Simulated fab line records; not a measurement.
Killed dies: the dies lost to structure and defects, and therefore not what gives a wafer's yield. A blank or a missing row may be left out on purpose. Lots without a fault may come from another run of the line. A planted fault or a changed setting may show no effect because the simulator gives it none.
The same fault as seen by 2 desks | flow n5-finfet | what lay behind the numbers comes last; until then each desk has only its own

## FROM THE METROLOGY DESK
Lot by lot, what the gauges showed, no matter which tool ran the lot: averages of those sampled wafers that carry a number. A lot is out of limits, marked OUT, if its mean lies more than 4 standard deviations from the usual mean; the brackets give that distance. Readings shown: 7 out of 11 (the first out of limits, and those lying furthest out on some lot).
Columns: A = cd-nm at N5_SD_EPI_N_CD_MEAS_09, usual 120.0 nm; B = DIBL_P at N5_BEOL_M4_RC_MEAS_101, usual 36.9 mV/V; C = IOFF_N at N5_BEOL_M4_RC_MEAS_101, usual 0.163 nA/um; D = IOFF_P at N5_BEOL_M4_RC_MEAS_101, usual 0.22 nA/um; E = ION_N at N5_BEOL_M4_RC_MEAS_101, usual 673 uA/um; F = SS_P at N5_BEOL_M4_RC_MEAS_101, usual 73.4 mV/dec; G = VT_P at N5_BEOL_M4_RC_MEAS_101, usual -250 mV
lot  | first seen here | A               | B    | C     | D    | E   | F    | G
L799 | day 3 00:46     | 120.2           | 35.7 | 0.153 | 0.19 | 667 | 73.1 | -254
L800 | day 3 05:49     | 119.6           | 37.3 | 0.163 | 0.23 | 667 | 73.9 | -247
L802 | day 3 21:09     | 119.4           | 37.8 | 0.167 | 0.24 | 676 | 73.4 | -249
L805 | day 4 10:50     | 119.6           | 37.2 | 0.163 | 0.22 | 677 | 74.2 | -251
L806 | day 4 19:49     | 119.8           | 37.1 | 0.172 | 0.21 | 675 | 73.8 | -252
L807 | day 5 06:54     | 120.0           | 37.5 | 0.179 | 0.26 | 676 | 73.9 | -246
L811 | day 6 02:59     | 120.2           | 36.7 | 0.163 | 0.23 | 672 | 73.3 | -251
L816 | day 7 08:52     | 100.2 (-36) OUT | 39.1 | 0.185 | 0.23 | 686 | 73.6 | -248
L819 | day 8 00:05     | 104.3 (-28) OUT | 37.2 | 0.154 | 0.19 | 669 | 73.9 | -255
L822 | day 8 18:37     | 120.0           | 36.2 | 0.193 | 0.26 | 674 | 74.2 | -246
This desk's finding: out of limits on L816, L819; first on L816, day 7 08:52 (cd-nm at N5_SD_EPI_N_CD_MEAS_09). L799, L800, L802, L805, L806, L807, L811, L822: within limits.

## AT THE TOOL OWNER'S DESK: arfi-scanner-02
The tool's own readings at N5_SD_EPI_N_EXPOSE_06 (exposes mask SD N BLK, target cd 120 nm): means of the sampled wafers that have a number, for each lot that ran on this tool. A lot is out of limits, marked OUT, if its mean lies more than 4 standard deviations from the usual mean; the brackets give that distance.
Columns: A = exposure-dose-mJ-cm2 at N5_SD_EPI_N_EXPOSE_06, usual 39.74; B = stage-vel-mm-s at N5_SD_EPI_N_EXPOSE_06, usual 499.99 mm/s
lot  | first seen here | A                       | B
L799 | day 3 00:39     | 39.80                   | 499.70
L805 | day 4 10:43     | 39.72                   | 499.98
L816 | day 7 08:44     | 29.57 (-99 or more) OUT | 500.03
L819 | day 7 23:58     | 31.67 (-99 or more) OUT | 500.02
This desk's finding: out of limits on L816, L819; first on L816, day 7 08:44 (exposure-dose-mJ-cm2 at N5_SD_EPI_N_EXPOSE_06). L799, L805: within limits.

## TAKEN TOGETHER
At day 7 08:44, on L816, L819, the tool owner's desk was in a position to raise an alarm.
L816, L819 would have let the metrology desk raise an alarm at day 7 08:52.
The lots listed all ran N5_SD_EPI_N_EXPOSE_06 on arfi-scanner-02.

## WHAT THE SIMULATOR HAD INSERTED
Drift in process parameters on arfi-scanner-02 at N5_SD_EPI_N_EXPOSE_06, starting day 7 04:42. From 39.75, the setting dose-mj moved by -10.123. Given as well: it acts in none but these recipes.
Shown lots that were struck: L816, L819.
Counting hours from when the fault started, the first reading out of limits came at 4 for the tool owner's desk and at 4 for the metrology desk.
